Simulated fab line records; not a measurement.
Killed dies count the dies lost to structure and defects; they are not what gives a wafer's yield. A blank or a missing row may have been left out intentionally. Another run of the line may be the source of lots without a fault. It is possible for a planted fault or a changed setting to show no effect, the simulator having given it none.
Matching of chambers / flow n5_finfet / N5_BEOL_M8_ETCH_66 on rie_diel-06 has 4 sister chambers
The step etches SOC in N2/H2, target depth 80 nm, overetch 16 nm, time 120 s. 8 wafers are shown with their chamber, then 10 later ones without.

== WAFERS WITH THEIR CHAMBER ==
wafer=L087.2; chamber=2; drypump_motor_current_A (A)=5.3; showerhead_plenum_p_Torr (Torr)=2.52
wafer=L087.5; chamber=3; drypump_motor_current_A (A)=4.9; showerhead_plenum_p_Torr (Torr)=2.70
wafer=L089.6; chamber=0; drypump_motor_current_A (A)=4.8; showerhead_plenum_p_Torr (Torr)=2.41
wafer=L091.3; chamber=3; drypump_motor_current_A (A)=4.8; showerhead_plenum_p_Torr (Torr)=2.70
wafer=L091.4; chamber=1; drypump_motor_current_A (A)=5.6; showerhead_plenum_p_Torr (Torr)=2.51
wafer=L091.5; chamber=1; drypump_motor_current_A (A)=5.6; showerhead_plenum_p_Torr (Torr)=2.51
wafer=L090.1; chamber=0; drypump_motor_current_A (A)=4.8; showerhead_plenum_p_Torr (Torr)=2.41
wafer=L090.4; chamber=2; drypump_motor_current_A (A)=5.3; showerhead_plenum_p_Torr (Torr)=2.51

== WAFERS MISSING THEIR CHAMBER ==
wafer=L090.5; drypump_motor_current_A (A)=5.6; showerhead_plenum_p_Torr (Torr)=2.51
wafer=L093.3; drypump_motor_current_A (A)=5.6; showerhead_plenum_p_Torr (Torr)=2.51
wafer=L093.4; drypump_motor_current_A (A)=4.9; showerhead_plenum_p_Torr (Torr)=2.70
wafer=L093.6; drypump_motor_current_A (A)=4.9; showerhead_plenum_p_Torr (Torr)=2.70
wafer=L094.1; drypump_motor_current_A (A)=4.9; showerhead_plenum_p_Torr (Torr)=2.70
wafer=L094.4; drypump_motor_current_A (A)=4.8; showerhead_plenum_p_Torr (Torr)=2.40
wafer=L094.5; drypump_motor_current_A (A)=5.3; showerhead_plenum_p_Torr (Torr)=2.51
wafer=L095.1; drypump_motor_current_A (A)=5.6; showerhead_plenum_p_Torr (Torr)=2.51
wafer=L095.4; drypump_motor_current_A (A)=4.9; showerhead_plenum_p_Torr (Torr)=2.70
wafer=L095.6; drypump_motor_current_A (A)=5.3; showerhead_plenum_p_Torr (Torr)=2.51

== WHICH CHAMBER EACH WENT THROUGH ==
wafer=L090.5; from the rows above=1; in truth=1
wafer=L093.3; from the rows above=1; in truth=1
wafer=L093.4; from the rows above=3; in truth=3
wafer=L093.6; from the rows above=3; in truth=3
wafer=L094.1; from the rows above=3; in truth=3
wafer=L094.4; from the rows above=0; in truth=0
wafer=L094.5; from the rows above=2; in truth=2
wafer=L095.1; from the rows above=1; in truth=1
wafer=L095.4; from the rows above=3; in truth=3
wafer=L095.6; from the rows above=2; in truth=2
10 of 10 placed correctly. Left unplaced by these rows: 0. Wrongly placed: 0.
How it was worked out, from the rows above alone: a wafer's distance from a chamber is the root of the sum, over the readings, of the square of ((its reading less the chamber's mean) divided by the reading's scatter). The wafer belongs to the nearest chamber; if the next one is less than 2 further off, it can't be placed. The mean given for a chamber averages the wafers shown for that chamber. The scatter: the root of (the sum of the squares of (reading less its chamber's mean) over the shown wafers, divided by (wafers less chambers)).
